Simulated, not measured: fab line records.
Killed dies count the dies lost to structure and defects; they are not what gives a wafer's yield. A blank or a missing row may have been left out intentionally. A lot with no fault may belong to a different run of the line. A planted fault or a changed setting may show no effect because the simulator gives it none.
Which of the tools did it? | flow n5-finfet | Sampling: 9 lots, 27 wafers, 5 of 1938 route steps

== WHAT THE GAUGES READ, wafer by wafer ==
N5_BEOL_M4_RC_MEAS_101.
lot  | measured     | on        | DIBL_N (mV/V)
L305 | day 7 18:26  | prober-02 | 37.9 38.2 37.5
L307 | day 8 06:11  | prober-01 | 33.5 37.7 34.6
L311 | day 9 06:25  | prober-02 | 39.9 38.3 37.1
L316 | day 13 07:37 | prober-01 | 38.0 38.4 36.5
L317 | day 14 14:58 | prober-01 | 36.0 35.6 36.2
L318 | day 14 08:04 | prober-02 | 35.8 37.9 36.8
L320 | day 13 14:40 | prober-01 | 33.1 37.4 33.9
L325 | day 13 01:41 | prober-01 | 35.2 35.7 37.2
L328 | day 15 04:40 | prober-01 | 36.2 36.5 36.9

== WHAT TOOL EACH LOT RAN ON (gives the tool, then ch and the chambers of the sampled wafers, and finally the start) ==
lot  | N5_DUMMY_GATE_ETCH_29             | N5_DUMMY_GATE_ETCH_37             | N5_DUMMY_GATE_STRIP_40            | N5_SPACER0_ALD_00
L305 | rie-diel-05 ch 0,1,2, day 3 01:04 | rie-diel-05 ch 0,1,2, day 3 01:09 | rie-diel-01 ch 0,1, day 3 01:20   | ald-sin-03 ch 1,2,3, day 3 02:38
L307 | rie-diel-01 ch 0,3, day 3 11:01   | rie-diel-01 ch 0,3, day 3 11:05   | rie-diel-05 ch 0,1,2, day 3 11:16 | ald-sin-03 ch 0,2, day 3 12:37
L311 | rie-diel-05 ch 0,2,3, day 4 09:10 | rie-diel-05 ch 0,2,3, day 4 09:15 | rie-diel-05 ch 0,1,2, day 4 09:36 | ald-sin-02 ch 0,1,3, day 4 10:42
L316 | rie-diel-05 ch 0,1,2, day 5 20:22 | rie-diel-05 ch 0,1,2, day 5 20:26 | rie-diel-06 ch 0,1,3, day 5 20:44 | ald-sin-02 ch 1,2,3, day 5 22:53
L317 | rie-diel-01 ch 0,1,2, day 6 07:32 | rie-diel-01 ch 0,1,2, day 6 07:37 | rie-diel-01 ch 1,2,3, day 6 07:56 | ald-sin-03 ch 0,1,2, day 6 10:04
L318 | rie-diel-05 ch 0,1,2, day 6 12:08 | rie-diel-05 ch 0,1,2, day 6 12:13 | rie-diel-01 ch 0,2,3, day 6 12:25 | ald-sin-02 ch 0,1,2, day 6 14:13
L320 | rie-diel-06 ch 0,1,3, day 6 19:29 | rie-diel-06 ch 0,1,3, day 6 19:34 | rie-diel-01 ch 2,3, day 6 19:45   | ald-sin-03 ch 0,1,3, day 6 20:52
L325 | rie-diel-06 ch 0,3, day 7 23:04   | rie-diel-06 ch 0,3, day 7 23:09   | rie-diel-06 ch 1,3, day 7 23:26   | ald-sin-03 ch 2,3, day 8 00:34
L328 | rie-diel-05 ch 1,2, day 9 01:05   | rie-diel-05 ch 1,2, day 9 01:10   | rie-diel-01 ch 0,1, day 9 01:29   | ald-sin-02 ch 0,1,2, day 9 03:19
- N5_DUMMY_GATE_ETCH_29: etches underlayer in N2/H2, target depth 13 nm.
- N5_DUMMY_GATE_ETCH_37: etches SOC in N2/H2, target depth 60 nm, overetch 30 nm.
- N5_DUMMY_GATE_STRIP_40: strips in CF4.
- N5_SPACER0_ALD_00: deposits SiOCN, target thk 3.5 nm, pulse time 3 s, purge time 2 s.

== THE ANSWER, worked out from the rows above alone ==
Rule: what is usual is taken from the lots themselves. Put in order of their means at a reading, lots are off if they are a third of the lots or fewer, leave a main group of 4 or more, and stand apart from it by a gap of 3 or more times the standard deviation of the main group's means; of several such gaps the widest counts. The tables above print the reading to a certain number of digits; a main group whose means all agree to those digits is not used. A lot without any number at a reading at which 4 lots or more have one is off too. All remaining lots with rows at the step are treated as sound.
No lot is off on any of the readings shown, so nothing can be concluded from this.

== WHAT THE SIMULATOR HAD PUT IN ==
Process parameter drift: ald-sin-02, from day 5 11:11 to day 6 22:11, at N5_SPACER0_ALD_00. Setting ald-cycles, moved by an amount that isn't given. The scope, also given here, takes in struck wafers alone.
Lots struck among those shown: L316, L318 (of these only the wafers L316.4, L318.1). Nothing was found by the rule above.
